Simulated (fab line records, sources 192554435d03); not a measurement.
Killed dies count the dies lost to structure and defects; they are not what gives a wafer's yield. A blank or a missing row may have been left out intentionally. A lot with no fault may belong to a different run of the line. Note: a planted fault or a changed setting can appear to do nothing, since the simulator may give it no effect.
Chamber matching ; flow n5 finfet ; ald metal-03 running N5_BEOL_M7_ALD_77: 4 sister chambers
The step deposits TaN, target thk 2 nm, pulse time 2 s, purge time 3 s. 4 wafers are shown with their chamber, then 11 later ones without.

== WAFERS WITH THEIR CHAMBER ==
wafer;chamber;heater power w (W)
L088.5;2;381
L089.2;3;394
L089.5;1;358
L092.1;0;435

== WAFERS WITHOUT THEIR CHAMBER ==
wafer;heater power w (W)
L092.2;348
L092.5;425
L093.1;357
L093.3;420
L093.5;423
L097.4;400
L097.5;393
L097.6;356
L094.1;400
L094.4;430
L094.5;424

== WHICH CHAMBER EACH ONE RAN IN ==
wafer;from the rows above;in truth
L092.2;1;1
L092.5;0;0
L093.1;1;1
L093.3;can't be placed: 0 or 3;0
L093.5;0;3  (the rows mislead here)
L097.4;can't be placed: 3 or 2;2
L097.5;can't be placed: 3 or 2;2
L097.6;1;1
L094.1;can't be placed: 3 or 2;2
L094.4;0;0
L094.5;0;0
6 of 11 placed correctly. From these rows, 4 cannot be placed; in 4 the true chamber is one of the candidates. Number placed wrongly: 1.
How it was worked out, from the rows above alone: a wafer's distance from a chamber is the root of the sum, over the readings, of the square of ((its reading less the chamber's mean) divided by the reading's scatter). The wafer belongs to the nearest chamber; if the next one is less than 2 further off, it can't be placed. Each chamber's mean is taken over the wafers shown for it. The scatter (one wafer shown for each chamber): square how far every hidden wafer sits from the nearest shown wafer, average those squares and take the square root.
